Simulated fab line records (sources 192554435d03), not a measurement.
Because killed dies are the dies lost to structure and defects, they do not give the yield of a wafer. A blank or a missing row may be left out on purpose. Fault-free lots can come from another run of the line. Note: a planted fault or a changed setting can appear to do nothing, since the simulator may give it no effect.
Problem report in the 8D (eight disciplines) form, filled by code / flow n5-finfet / the parts of the form that need people (team, actions taken, sign-off) are left out

1. THE ISSUE
Mean of killed_at_M4_up at N5_PASSIVATION_PROBE_49: 1091 across 9 wafers in 3 lots; on wafers with no fault it is 14 (standard deviation 5.6). So: +99 or more standard deviations from the usual mean.
First seen on wafer L706.1, day 12 10:04, on prober-01. The record has a number at this step for 12 wafers belonging to 4 lots. The rule behind "out" and "out of limits": a value lying over 4 standard deviations away from the usual mean. Any other wafer with a number is counted as sound.

2. WHAT IT IS; WHAT IT IS NOT
question=which readings at this step | is=killed_at_M4_up, defect-limited-yield, killed-dies, killed-on-rim, sort_bin_5_function, sort-n-pass, sort-yield-pct | is not=killed-at-front-end, killed-at-other, killed-open, killed-short, sort_bin_4_leakage, sort_bin_6_memory
question=which lots | is=L705, L706, L707 | is not=L714
question=which wafers of those lots | is=all that have a number | is not=-
question=read on which tools | is=prober-01, prober-02 | is not=-
question=when | is=from day 12 10:04 | is not=up to then (0 sound wafers); but 3 sound wafers of L714 came after

3. WHAT RULES OUT EACH SUSPECT
Counting: a tool stays on the suspect list if, at a process step up to the reading, it processed all lots that are out and no sound lot following the first of them.
- rie-diel-05 at N5_BEOL_M13_ETCH_68 (etches SOC in N2/H2, time 355 s): kept. It ran every lot that is out, first L706 (day 11 08:59), and no sound lot after that.
- ecd-cu-01 at N5_BEOL_M13_ECD_47 (material Cu, target thk 936 nm): ruled out as a lasting fault. Following L706 (day 11 10:05), the first lot on it that is out, the sound lots L714 were run on it.
Remaining after the count: rie-diel-05 at N5_BEOL_M13_ETCH_68.

4. THE CAUSE (what the simulator had put in)
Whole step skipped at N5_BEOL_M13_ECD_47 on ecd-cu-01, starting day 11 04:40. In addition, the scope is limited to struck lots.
It was ruled out by counting, in error; the rule expects a fault to strike all lots run on its tool from its start on, and this fault did not.

5. SEQUENCE OF EFFECTS, ordered by route
Each row: a reading where the mean over the struck wafers with a number is more than 3 standard deviations away from the usual. Only readings for which the record gives a usual standard deviation are gone through. hours: the time from each lot's start at the first step in this table that gives one to its start at this step, as a median over the lots. sigmas: the change in usual standard deviations.
hours=0; step=N5_PASSIVATION_PROBE_49; reading=defect-limited-yield; usual=91.1 %; on struck wafers=0.0; change=-91.1; sigmas=-65
hours=0; step=N5_PASSIVATION_PROBE_49; reading=killed_at_M4_up; usual=14; on struck wafers=1091; change=+1077; sigmas=+99 or more
hours=0; step=N5_PASSIVATION_PROBE_49; reading=killed-dies; usual=105; on struck wafers=1180; change=+1075; sigmas=+67
hours=0; step=N5_PASSIVATION_PROBE_49; reading=killed-on-rim; usual=13; on struck wafers=152; change=+139; sigmas=+35
hours=0; step=N5_PASSIVATION_PROBE_49; reading=sort_bin_5_function; usual=5.2 %; on struck wafers=96.5; change=+91.3; sigmas=+99 or more
hours=0; step=N5_PASSIVATION_PROBE_49; reading=sort-n-pass; usual=1075; on struck wafers=0; change=-1075; sigmas=-67
hours=0; step=N5_PASSIVATION_PROBE_49; reading=sort-yield-pct; usual=91.1 %; on struck wafers=0.0; change=-91.1; sigmas=-65
The process steps in it:
- N5_PASSIVATION_PROBE_49

6. HOW IT WOULD HAVE BEEN CAUGHT EARLIER
In this record the first reading out of limits was taken at day 12 10:04, 29 hours after the fault began at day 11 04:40.
